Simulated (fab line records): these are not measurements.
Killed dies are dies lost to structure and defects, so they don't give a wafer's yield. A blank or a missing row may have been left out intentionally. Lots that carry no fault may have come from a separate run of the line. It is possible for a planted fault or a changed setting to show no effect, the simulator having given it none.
fab line records	flow nand-harc
record lots=24	wafers=72	last-day=34
route steps=1302 shown P_ZERO_WELL@17 P_STI@83 P_GATE@151 P_CONTACT@219
lots with no fault: from the same line, run without faults
start-h: the number of hours between the record's first day and the start of the first shown wafer of the lot	wait-h: how many hours have passed since the lot's step before this one	" repeats the value in the row above	L1.1+2: a row that stands for several wafers	- no value, or no start given	* or withheld: withheld	< > ~ a bound
route shown NAME@n: names a module that has steps shown in the file, with the first one's number in the route	usual: mean/standard deviation of fault-free wafers	same: alike in all rows	chamber/n: place in a boat	sites: per-site readings	_std_site: the standard deviation of these	_edge_site: the outer-site mean with the inner-site mean subtracted	radius-mm: how far each site lies from the wafer's centre	mask NAME#n: copy n	behind: the last tool/chamber to shape the wafer	hold: reason for holding the lot/hours on hold/outcome of the hold	device: transistor that didn't switch, given as n, p or np	end of line: at the end of the route, the tests of the same wafers	a step with no rows: only its recipe	killed: at the first sort, the dies lost to defects and structure; wafer yield is something else	map: a wafer's dies, x killed, . not, _ none there
set.NAME: the setting that was run; set.NAME@STEP: the one run at that earlier step	model.NAME: the simulator's own value behind a step, which no gauge read
a sample of lots followed through the steps of the route, with each step as a table and each wafer as a row
services: a tool's chamber out of use, with start hour (start-h, from the record's first day; less than 0 if before it), hours out, and reason
## steps
# step NHARC_P_ZERO_WELL_ETCH_65
# recipe target-depth-a=800	overetch-a=240	time-s=87.88	ion-energy-ev=200	n2-flow-sccm=150	h2-flow-sccm=150	ar-flow-sccm=0	rf-w=400	bias-w=150	chemistry=N2/H2
# usual bias-w=150.0/0.43	chamber-pressure-mTorr=29.999/0.025	drypump-motor-current-A=5.8/0.47	oes-product-au=1.001/0.0092	rf-vpp-V=430/3.1	showerhead-plenum-p-Torr=2.03/0.11	throttle-valve-pct=14.171/0.0079
# same time-s=87.88
lot.wafer	tool	chamber	start-h	wait-h	bias-w	chamber-pressure-mTorr	drypump-motor-current-A	oes-product-au	rf-hours-counter-h	rf-vpp-V	showerhead-plenum-p-Torr	throttle-valve-pct
L074.2	rie-diel-11	2	21.48	0.1	149.7	29.951	6.0	0.986	34	426	1.88	14.171
L074.3	"	0	"	"	149.8	30.016	5.3	1.002	39	428	1.99	14.168
L074.6	"	2	"	"	150.3	30.006	6.0	0.997	-	426	1.88	14.180
L075.1	rie-diel-11	1	31.47	0.1	149.7	29.973	6.4	1.009	38	428	1.90	14.162
L075.4	"	2	"	"	150.3	30.033	6.0	0.999	37	426	1.88	14.165
L075.6	"	1	"	"	149.8	30.001	6.4	1.008	-	427	1.90	14.174
L076.1	rie-diel-11	3	41.57	0.1	150.1	29.973	5.5	1.002	47	434	2.16	14.168
L076.5	"	1	"	"	150.3	29.995	6.4	1.007	-	427	1.90	14.176
L076.6	"	2	"	"	150.2	29.997	6.0	0.992	-	425	1.88	14.153
L077.1	rie-diel-07	2	51.59	0.1	150.3	29.999	5.2	0.995	27	426	1.89	14.164
L077.6	"	3	"	"	150.4	30.018	5.5	1.007	-	427	1.93	14.166
L077.5	"	2	"	"	149.8	29.951	5.2	0.990	-	425	1.89	14.169
L078.2	rie-diel-11	3	61.50	0.1	149.0	29.974	5.5	1.021	53	433	2.16	14.182
L078.6	"	2	"	"	150.5	30.026	6.0	0.999	-	425	1.88	14.163
L078.5	"	3	"	"	149.9	30.005	5.5	1.002	-	433	2.16	14.175
L079.3	rie-diel-11	3	71.50	0.1	150.4	30.001	5.5	1.012	55	433	2.16	14.175
L079.2	"	1	"	"	150.4	30.039	6.4	1.002	50	425	1.90	14.180
L079.6	"	2	"	"	149.6	30.022	6.0	1.002	-	424	1.88	14.175
L080.1	rie-diel-07	1	81.56	0.1	150.0	30.019	6.3	1.004	33	435	2.12	14.160
L080.2	"	0	"	"	149.8	29.992	4.9	0.997	32	429	2.03	14.183
L080.6	"	1	"	"	149.7	29.979	6.3	1.008	-	432	2.12	14.152
L081.3	rie-diel-11	0	91.81	0.4	149.9	30.030	5.3	1.014	2	430	1.98	14.168
L081.1	"	1	"	"	150.3	29.975	6.4	0.994	2	427	1.90	14.176
L081.5	"	0	"	"	149.9	30.016	5.3	1.002	-	430	1.98	14.157
L082.3	rie-diel-12	1	101.38	0.1	150.0	29.990	6.0	1.002	0	432	2.08	14.179
L082.2	"	2	"	"	149.8	29.983	5.8	1.004	0	430	2.06	14.171
L082.6	"	2	"	"	149.8	29.952	5.8	1.005	-	430	2.06	14.178
L083.1	rie-diel-12	1	111.48	0.1	149.7	29.981	6.1	0.995	3	432	2.08	14.178
L083.4	"	2	"	"	150.4	29.978	5.8	1.004	3	433	2.06	14.162
L083.6	"	2	"	"	150.5	30.010	5.8	1.011	-	432	2.06	14.176
L084.2	rie-diel-11	0	123.57	0.1	150.0	30.010	5.3	1.003	14	430	1.97	14.168
L084.1	"	2	"	"	150.0	30.034	6.0	0.986	13	435	2.21	14.170
L084.6	"	1	"	"	149.9	30.024	6.4	0.977	-	428	1.89	14.163
L085.2	rie-diel-12	2	131.58	0.1	150.3	29.980	5.8	1.020	13	430	2.05	14.164
L085.1	"	3	"	"	149.1	30.005	6.3	1.012	10	433	2.10	14.185
L085.3	"	0	"	"	150.1	30.017	6.4	1.008	10	428	1.93	14.174
L086.2	rie-diel-11	3	141.50	0.1	149.3	30.005	5.5	0.998	14	433	2.16	14.169
L086.1	"	1	"	"	150.5	29.981	6.4	0.987	23	428	1.89	14.186
L086.5	"	2	"	"	150.0	30.002	6.0	0.995	-	437	2.21	14.180
L087.3	rie-diel-11	3	151.42	0.1	150.8	30.003	5.5	1.009	18	433	2.15	14.168
L087.5	"	1	"	"	150.0	29.997	6.4	0.996	-	427	1.89	14.173
L087.6	"	2	"	"	149.6	30.005	6.0	0.997	-	434	2.21	14.178
L088.1	rie-diel-12	1	161.57	0.1	149.9	30.016	6.1	1.003	21	432	2.07	14.173
L088.6	"	0	"	"	150.5	30.009	6.4	1.002	-	428	1.92	14.168
L088.5	"	1	"	"	149.8	30.054	6.1	1.002	-	432	2.07	14.165
L089.1	rie-diel-07	0	171.48	0.1	150.0	30.046	4.9	0.989	13	430	2.02	14.165
L089.2	"	2	"	"	150.3	29.960	5.1	0.995	14	437	2.21	14.164
L089.4	"	3	"	"	149.9	30.019	5.6	1.002	7	427	1.92	14.170
L090.2	rie-diel-12	1	181.36	0.1	149.5	30.014	6.1	0.993	27	433	2.07	14.165
L090.1	"	2	"	"	150.9	30.023	5.8	1.010	29	432	2.05	14.173
L090.5	"	2	"	"	150.1	30.002	5.8	1.006	-	430	2.05	14.176
L091.3	rie-diel-12	0	191.49	0.1	150.3	29.995	6.4	1.017	28	427	1.92	14.165
L091.2	"	2	"	"	150.3	30.012	5.8	1.014	31	430	2.05	14.192
L091.5	"	3	"	"	149.5	29.999	6.3	1.021	-	434	2.09	14.177
L092.1	rie-diel-07	0	201.39	0.1	150.8	29.964	4.9	0.987	19	430	2.02	14.163
L092.3	"	1	"	"	150.2	29.994	6.3	0.997	22	432	2.11	14.191
L092.4	"	1	"	"	150.9	29.977	6.2	0.998	-	431	2.11	14.168
L093.1	rie-diel-11	3	212.50	1.1	150.2	30.021	5.5	0.997	44	434	2.14	14.188
L093.4	"	0	"	"	150.5	30.040	5.3	1.013	47	428	1.96	14.172
L093.3	"	1	"	"	150.2	29.970	6.4	0.990	52	426	1.88	14.169
L094.4	rie-diel-12	0	222.79	0.2	149.7	29.968	6.4	0.999	33	428	1.92	14.177
L094.1	"	1	"	"	149.6	29.983	6.1	0.992	43	432	2.06	14.169
L094.5	"	0	"	"	149.3	29.953	6.4	0.987	-	427	1.92	14.155
L095.1	rie-diel-07	3	231.54	0.1	149.8	30.003	5.6	1.011	14	426	1.92	14.180
L095.4	"	0	"	"	149.3	29.947	4.9	0.990	30	429	2.02	14.187
L095.5	"	1	"	"	149.5	30.047	6.3	0.994	-	433	2.10	14.174
L096.2	rie-diel-11	0	241.37	0.1	149.0	30.027	5.3	1.009	60	429	1.96	14.167
L096.3	"	2	"	"	150.6	30.007	6.0	0.993	62	434	2.20	14.164
L096.6	"	0	"	"	149.8	29.927	5.3	1.003	-	429	1.96	14.157
L097.3	rie-diel-07	3	251.50	0.1	149.5	29.984	5.6	0.999	20	427	1.92	14.169
L097.6	"	1	"	"	150.1	29.993	6.2	1.001	-	432	2.10	14.164
L097.5	"	2	"	"	149.8	30.020	5.2	0.988	-	434	2.20	14.179
# step NHARC_P_ZERO_WELL_RTA_42
# recipe temp-c=1100	time-s=300
# usual lamp-power-pct=38.7/1.5	lamp_zone_5_pct=38.7/1.5	wafer_temp_C_max=1106.9/2.3
# same time-s=300
lot.wafer	tool	chamber	start-h	wait-h	lamp-power-pct	lamp_zone_5_pct	wafer_temp_C_max
L074.2	rtp-anneal-01	0	27.37	-	40.1	40.1	1107.3
L074.3	"	0	"	"	40.1	40.0	1104.3
L074.6	"	0	"	"	40.1	40.1	1104.1
L075.1	rtp-anneal-02	0	37.31	-	37.2	37.1	1107.4
L075.4	"	0	"	"	37.1	37.2	1112.1
L075.6	"	0	"	"	37.1	37.2	1108.9
L076.1	rtp-anneal-02	0	47.14	-	37.1	37.1	1106.9
L076.5	"	0	"	"	37.1	37.1	1107.4
L076.6	"	0	"	"	37.1	37.1	1107.6
L077.1	rtp-anneal-01	0	57.00	-	40.0	40.0	1105.1
L077.5	"	0	"	"	39.9	40.0	1106.3
L077.6	"	0	"	"	39.9	40.1	1105.3
L078.2	rtp-anneal-01	0	67.85	-	40.0	40.1	1105.4
L078.5	"	0	"	"	40.0	40.0	1104.1
L078.6	"	0	"	"	40.0	40.0	1105.1
L079.2	rtp-anneal-02	0	77.28	-	37.0	37.2	1107.5
L079.3	"	0	"	"	37.1	37.0	1109.0
L079.6	"	0	"	"	37.0	37.0	1108.3
L080.1	rtp-anneal-02	0	87.27	-	37.1	37.1	1106.4
L080.2	"	0	"	"	37.0	37.1	1109.7
L080.6	"	0	"	"	37.1	37.0	1107.5
L081.1	rtp-anneal-01	0	101.48	-	40.0	40.1	1103.9
L081.3	"	0	"	"	40.1	40.0	1103.6
L081.5	"	0	"	"	40.1	40.1	1107.2
L082.2	rtp-anneal-01	0	107.02	-	40.1	40.1	1107.2
L082.3	"	0	"	"	40.1	40.1	1104.4
L082.6	"	0	"	"	40.1	40.1	1103.2
L083.1	rtp-anneal-02	0	116.88	-	37.1	37.1	1110.7
L083.4	"	0	"	"	37.1	37.2	1112.9
L083.6	"	0	"	"	37.1	37.0	1108.9
L084.1	rtp-anneal-01	0	128.78	-	40.1	40.1	1106.3
L084.2	"	0	"	"	40.1	40.0	1105.4
L084.6	"	0	"	"	40.1	40.1	1104.9
L085.1	rtp-anneal-02	0	137.26	-	37.1	37.1	1109.2
L085.2	"	0	"	"	37.1	37.1	1106.2
L085.3	"	0	"	"	37.0	37.1	1109.1
L086.1	rtp-anneal-01	0	146.91	-	40.1	40.0	1106.2
L086.2	"	0	"	"	40.1	40.0	1105.0
L086.5	"	0	"	"	40.0	40.1	1105.2
L087.3	rtp-anneal-01	0	157.12	-	40.1	40.1	1104.9
L087.5	"	0	"	"	40.0	40.0	1104.4
L087.6	"	0	"	"	39.9	40.0	1105.3
L088.1	rtp-anneal-01	0	167.00	-	40.1	40.0	1105.1
L088.5	"	0	"	"	40.0	40.0	1107.9
L088.6	"	0	"	"	40.1	40.1	1105.5
L089.1	rtp-anneal-02	0	177.15	-	37.1	37.0	1108.5
L089.2	"	0	"	"	37.1	37.1	1110.1
L089.4	"	0	"	"	37.1	37.1	1106.6
L090.1	rtp-anneal-01	0	186.77	-	40.1	40.1	1104.7
L090.2	"	0	"	"	40.1	40.1	1104.2
L090.5	"	0	"	"	40.1	40.2	1105.9
L091.2	rtp-anneal-02	0	196.89	-	37.1	37.0	1112.2
L091.3	"	0	"	"	37.1	37.1	1111.8
L091.5	"	0	"	"	37.1	37.1	1109.9
L092.1	rtp-anneal-02	0	206.88	-	37.0	36.9	1107.4
L092.3	"	0	"	"	37.0	36.9	1109.5
L092.4	"	0	"	"	37.0	36.9	1109.0
L093.1	rtp-anneal-02	0	217.95	-	37.1	37.0	1108.6
L093.3	"	0	"	"	37.2	37.1	1111.5
L093.4	"	0	"	"	37.2	37.1	1108.9
L094.1	rtp-anneal-01	0	228.23	-	40.1	40.0	1104.8
L094.4	"	0	"	"	40.1	40.0	1104.7
L094.5	"	0	"	"	40.0	40.1	1104.8
L095.1	rtp-anneal-02	0	236.82	-	37.2	37.1	1108.3
L095.4	"	0	"	"	37.1	37.2	1108.6
L095.5	"	0	"	"	37.1	37.1	1111.3
L096.2	rtp-anneal-01	0	246.88	-	40.0	40.0	1104.2
L096.3	"	0	"	"	40.0	39.9	1104.8
L096.6	"	0	"	"	40.0	40.0	1107.0
L097.3	rtp-anneal-01	0	257.15	-	40.0	40.0	1106.5
L097.5	"	0	"	"	40.0	40.0	1104.9
L097.6	"	0	"	"	40.0	40.0	1104.7
# step NHARC_P_STI_CD_MEAS_09
# recipe target-cd-nm=200	landing-energy-ev=500
# usual cd-nm=200.2/2.2
lot.wafer	tool	chamber	start-h	wait-h	cd-nm
L074.2	cd-sem-02	0	46.10	-	203.8
L074.3	"	0	"	"	196.6
L074.6	"	0	"	"	202.3
L075.1	cd-sem-02	0	55.35	-	201.4
L075.4	"	0	"	"	203.2
L075.6	"	0	"	"	199.7
L076.1	cd-sem-03	0	64.50	-	201.1
L076.5	"	0	"	"	200.2
L076.6	"	0	"	"	204.3
L077.1	cd-sem-02	0	75.39	-	202.1
L077.5	"	0	"	"	199.3
L077.6	"	0	"	"	202.4
L078.2	cd-sem-01	0	85.05	-	199.8
L078.5	"	0	"	"	199.1
L078.6	"	0	"	"	198.4
L079.2	cd-sem-02	0	92.85	-	201.6
L079.3	"	0	"	"	201.3
L079.6	"	0	"	"	197.7
L080.1	cd-sem-01	0	103.56	-	199.1
L080.2	"	0	"	"	199.9
L080.6	"	0	"	"	201.6
L081.1	cd-sem-01	0	116.82	-	205.0
L081.3	"	0	"	"	199.2
L081.5	"	0	"	"	202.8
L082.2	cd-sem-02	0	124.03	-	197.7
L082.3	"	0	"	"	196.5
L082.6	"	0	"	"	199.8
L083.1	cd-sem-01	0	133.22	-	197.8
L083.4	"	0	"	"	198.9
L083.6	"	0	"	"	198.1
L084.1	cd-sem-01	0	145.80	-	200.4
L084.2	"	0	"	"	201.0
L084.6	"	0	"	"	200.7
L085.1	cd-sem-01	0	157.28	-	199.9
L085.2	"	0	"	"	200.2
L085.3	"	0	"	"	198.4
L086.1	cd-sem-02	0	166.92	-	198.3
L086.2	"	0	"	"	198.3
L086.5	"	0	"	"	196.6
L087.3	cd-sem-02	0	175.18	-	201.3
L087.5	"	0	"	"	199.2
L087.6	"	0	"	"	202.0
L088.1	cd-sem-01	0	182.05	-	199.2
L088.5	"	0	"	"	201.2
L088.6	"	0	"	"	204.6
L089.1	cd-sem-03	0	194.70	-	201.2
L089.2	"	0	"	"	201.1
L089.4	"	0	"	"	199.0
L090.1	cd-sem-03	0	202.90	-	203.6
L090.2	"	0	"	"	201.5
L090.5	"	0	"	"	202.8
L091.2	cd-sem-02	0	213.34	-	199.7
L091.3	"	0	"	"	200.1
L091.5	"	0	"	"	198.6
L092.1	cd-sem-02	0	223.00	-	196.0
L092.3	"	0	"	"	198.9
L092.4	"	0	"	"	198.7
L093.1	cd-sem-03	0	233.89	-	202.4
L093.3	"	0	"	"	196.3
L093.4	"	0	"	"	197.9
L094.1	cd-sem-02	0	245.11	-	200.8
L094.4	"	0	"	"	197.8
L094.5	"	0	"	"	201.4
L095.1	cd-sem-03	0	254.00	-	203.4
L095.4	"	0	"	"	199.7
L095.5	"	0	"	"	203.2
L096.2	cd-sem-03	0	262.53	-	199.9
L096.3	"	0	"	"	199.4
L096.6	"	0	"	"	199.7
L097.3	cd-sem-01	0	274.98	-	202.1
L097.5	"	0	"	"	197.9
L097.6	"	0	"	"	200.1
# step NHARC_P_STI_INSPECT_25
# usual raw-defect-count=202/72
lot.wafer	tool	chamber	start-h	wait-h	raw-defect-count
L074.2	defect-inspect-01	-	72.60	0.4	111
L074.3	"	-	"	"	129
L074.6	"	-	"	"	137
L075.1	defect-inspect-01	-	82.13	0.4	167
L075.4	"	-	"	"	265
L075.6	"	-	"	"	144
L076.1	defect-inspect-02	-	91.83	0.4	199
L076.5	"	-	"	"	170
L076.6	"	-	"	"	105
L077.1	defect-inspect-01	-	102.07	0.4	183
L077.5	"	-	"	"	207
L077.6	"	-	"	"	121
L079.2	defect-inspect-02	-	116.38	0.4	341
L079.3	"	-	"	"	354
L079.6	"	-	"	"	356
L078.2	defect-inspect-01	-	116.38	0.4	188
L078.5	"	-	"	"	257
L078.6	"	-	"	"	286
L080.1	defect-inspect-01	-	130.77	0.4	239
L080.2	"	-	"	"	418
L080.6	"	-	"	"	264
L081.1	defect-inspect-02	-	146.07	0.4	308
L081.3	"	-	"	"	155
L081.5	"	-	"	"	203
L082.2	defect-inspect-01	-	156.99	0.4	150
L082.3	"	-	"	"	169
L082.6	"	-	"	"	199
L083.1	defect-inspect-02	-	162.03	0.4	154
L083.4	"	-	"	"	252
L083.6	"	-	"	"	291
L084.1	defect-inspect-01	-	172.98	0.4	180
L084.2	"	-	"	"	237
L084.6	"	-	"	"	237
L085.1	defect-inspect-02	-	189.02	0.4	175
L085.2	"	-	"	"	115
L085.3	"	-	"	"	177
L086.1	defect-inspect-01	-	195.66	0.4	170
L086.2	"	-	"	"	190
L086.5	"	-	"	"	162
L087.3	defect-inspect-02	-	202.97	0.4	137
L087.5	"	-	"	"	144
L087.6	"	-	"	"	218
L088.1	defect-inspect-02	-	216.11	0.4	277
L088.5	"	-	"	"	152
L088.6	"	-	"	"	241
L089.1	defect-inspect-01	-	220.92	0.4	289
L089.2	"	-	"	"	199
L089.4	"	-	"	"	255
L090.1	defect-inspect-02	-	228.43	0.4	187
L090.2	"	-	"	"	301
L090.5	"	-	"	"	232
L092.1	defect-inspect-01	-	249.64	0.4	249
L092.3	"	-	"	"	155
L092.4	"	-	"	"	294
L091.2	defect-inspect-02	-	249.64	0.4	123
L091.3	"	-	"	"	97
L091.5	"	-	"	"	105
L093.1	defect-inspect-01	-	261.84	0.4	128
L093.3	"	-	"	"	219
L093.4	"	-	"	"	142
L094.1	defect-inspect-02	-	272.32	0.4	127
L094.4	"	-	"	"	104
L094.5	"	-	"	"	107
L095.1	defect-inspect-02	-	283.28	0.4	238
L095.4	"	-	"	"	221
L095.5	"	-	"	"	295
L096.2	defect-inspect-02	-	289.53	0.4	136
L096.3	"	-	"	"	174
L096.6	"	-	"	"	170
L097.3	defect-inspect-02	-	306.76	0.4	118
L097.5	"	-	"	"	181
L097.6	"	-	"	"	177
# step NHARC_P_GATE_CD_MEAS_33
# usual cd-nm=119.5/2.3
lot.wafer	tool	chamber	start-h	wait-h	cd-nm
L074.2	cd-sem-02	-	99.37	-	118.2
L074.3	"	-	"	"	115.7
L074.6	"	-	"	"	117.1
L075.1	cd-sem-02	-	109.22	-	121.3
L075.4	"	-	"	"	118.0
L075.6	"	-	"	"	123.7
L076.1	cd-sem-03	-	117.12	-	115.4
L076.5	"	-	"	"	120.2
L076.6	"	-	"	"	114.4
L077.1	cd-sem-02	-	125.68	0.2	123.2
L077.5	"	-	"	"	122.6
L077.6	"	-	"	"	120.7
L079.2	cd-sem-03	-	142.69	-	120.3
L079.3	"	-	"	"	118.6
L079.6	"	-	"	"	115.3
L078.2	cd-sem-01	-	142.85	-	125.0
L078.5	"	-	"	"	123.3
L078.6	"	-	"	"	122.6
L080.1	cd-sem-03	-	157.97	-	120.4
L080.2	"	-	"	"	116.4
L080.6	"	-	"	"	121.6
L081.1	cd-sem-03	-	170.36	-	121.1
L081.3	"	-	"	"	123.3
L081.5	"	-	"	"	120.8
L082.2	cd-sem-02	-	182.08	-	115.5
L082.3	"	-	"	"	121.1
L082.6	"	-	"	"	123.5
L083.1	cd-sem-03	-	185.60	-	119.4
L083.4	"	-	"	"	119.2
L083.6	"	-	"	"	119.6
L084.1	cd-sem-02	-	202.37	-	115.9
L084.2	"	-	"	"	116.9
L084.6	"	-	"	"	117.8
L085.1	cd-sem-02	-	213.76	-	120.9
L085.2	"	-	"	"	118.4
L085.3	"	-	"	"	118.3
L086.1	cd-sem-01	-	225.30	-	118.6
L086.2	"	-	"	"	117.3
L086.5	"	-	"	"	118.2
L087.3	cd-sem-03	-	229.79	0.2	119.1
L087.5	"	-	"	"	117.6
L087.6	"	-	"	"	119.8
L088.1	cd-sem-01	-	246.17	0.2	120.7
L088.5	"	-	"	"	120.3
L088.6	"	-	"	"	117.5
L089.1	cd-sem-03	-	246.91	0.2	125.5
L089.2	"	-	"	"	119.9
L089.4	"	-	"	"	119.0
L090.1	cd-sem-02	-	257.19	-	121.7
L090.2	"	-	"	"	120.4
L090.5	"	-	"	"	120.7
L092.1	cd-sem-02	-	273.54	-	122.0
L092.3	"	-	"	"	118.0
L092.4	"	-	"	"	122.3
L091.2	cd-sem-02	-	273.69	-	119.0
L091.3	"	-	"	"	120.1
L091.5	"	-	"	"	120.4
L093.1	cd-sem-03	-	289.18	-	113.6
L093.3	"	-	"	"	117.8
L093.4	"	-	"	"	119.0
L094.1	cd-sem-03	-	296.21	-	118.2
L094.4	"	-	"	"	118.8
L094.5	"	-	"	"	121.4
L095.1	cd-sem-01	-	311.57	0.2	120.2
L095.4	"	-	"	"	122.3
L095.5	"	-	"	"	120.7
L096.2	cd-sem-03	-	316.58	0.2	116.8
L096.3	"	-	"	"	119.8
L096.6	"	-	"	"	117.7
L097.3	cd-sem-02	-	334.72	-	116.7
L097.5	"	-	"	"	119.5
L097.6	"	-	"	"	118.7
# step NHARC_P_CONTACT_CMP_01
# recipe target-thk-nm=200	material=SiO2
# usual motor-current-A=11.9/0.96
lot.wafer	tool	chamber	start-h	wait-h	motor-current-A
L074.3	cmp-03	2	117.69	-	11.8
L074.2	"	3	"	"	11.5
L074.6	"	3	"	"	12.4
L075.1	cmp-02	0	127.41	-	12.8
L075.4	"	1	"	"	11.1
L075.6	"	3	"	"	11.0
L076.1	cmp-04	2	135.47	-	13.5
L076.6	"	2	"	"	13.3
L076.5	"	3	"	"	11.5
L077.1	cmp-02	3	144.29	-	11.6
L077.6	"	1	"	"	11.1
L077.5	"	2	"	"	12.0
L079.3	cmp-03	1	160.90	-	11.3
L079.2	"	3	"	"	11.4
L079.6	"	0	"	"	11.0
L078.2	cmp-02	3	161.41	-	10.8
L078.5	"	3	"	"	10.7
L078.6	"	0	"	"	13.5
L080.2	cmp-02	3	176.36	0.5	10.8
L080.1	"	0	"	"	13.5
L080.6	"	2	"	"	11.9
L081.1	cmp-02	3	188.88	-	10.8
L081.3	"	1	"	"	11.6
L081.5	"	2	"	"	11.8
L082.3	cmp-02	1	200.22	-	10.9
L082.2	"	2	"	"	11.9
L082.6	"	1	"	"	11.3
L083.4	cmp-03	1	203.96	-	10.6
L083.1	"	2	"	"	11.5
L083.6	"	0	"	"	10.4
L084.2	cmp-02	3	220.64	-	10.7
L084.1	"	1	"	"	11.5
L084.6	"	3	"	"	11.4
L085.1	cmp-03	3	232.01	-	11.5
L085.2	"	0	"	"	10.9
L085.3	"	1	"	"	11.1
L086.1	cmp-02	0	243.65	-	13.1
L086.2	"	1	"	"	10.9
L086.5	"	0	"	"	13.3
L087.3	cmp-02	1	248.18	-	11.4
L087.5	"	1	"	"	10.9
L087.6	"	2	"	"	11.8
L088.1	cmp-04	2	264.34	-	13.9
L088.5	"	0	"	"	13.0
L088.6	"	1	"	"	13.0
L089.1	cmp-02	0	265.18	-	13.4
L089.2	"	1	"	"	11.3
L089.4	"	2	"	"	11.8
L090.1	cmp-03	1	277.48	-	11.5
L090.2	"	0	"	"	10.7
L090.5	"	1	"	"	11.2
L092.3	cmp-02	3	291.87	-	10.4
L092.4	"	0	"	"	13.3
L092.1	"	2	"	"	11.6
L091.2	cmp-04	2	292.38	-	13.3
L091.3	"	3	"	"	11.7
L091.5	"	2	"	"	13.4
L093.1	cmp-03	1	307.61	-	10.8
L093.3	"	3	"	"	12.4
L093.4	"	0	"	"	11.2
L094.1	cmp-04	2	314.42	-	13.4
L094.4	"	3	"	"	11.8
L094.5	"	3	"	"	12.1
L095.4	cmp-04	3	329.98	-	12.0
L095.1	"	2	"	"	13.6
L095.5	"	0	"	"	12.7
L096.3	cmp-02	3	334.83	-	11.6
L096.2	"	1	"	"	11.1
L096.6	"	3	"	"	10.7
L097.3	cmp-02	3	353.11	-	10.6
L097.5	"	2	"	"	12.0
L097.6	"	3	"	"	10.8
## services
tool	chamber	start-h	hours	kind
rtp-anneal-02	-	12.00	12.0	pm
rie-diel-12	2	22.71	22.7	repair
cmp-02	-	30.01	3.6	repair
rie-diel-12	-	31.83	0.6	repair
rie-diel-12	-	36.12	3.2	repair
cmp-02	-	36.50	4.0	pm
cmp-02	-	48.17	4.5	repair
cmp-02	-	68.07	2.0	repair
rie-diel-11	-	79.60	9.0	pm
rie-diel-12	-	91.43	9.0	pm
rie-diel-11	3	98.86	7.1	repair
cmp-02	-	134.50	4.0	pm
rie-diel-11	0	145.55	1.4	repair
cmp-02	-	148.82	0.8	repair
rie-diel-11	2	180.58	6.6	repair
rie-diel-12	1	187.16	4.0	repair
rie-diel-12	2	195.04	16.3	repair
rie-diel-12	0	195.35	17.2	repair
cmp-02	-	232.50	4.0	pm
rie-diel-11	3	250.78	26.5	repair
rie-diel-11	-	256.60	9.0	pm
cmp-02	-	294.63	2.3	repair
cmp-02	-	304.92	3.6	repair
cmp-02	-	330.50	4.0	pm
## key
fault none
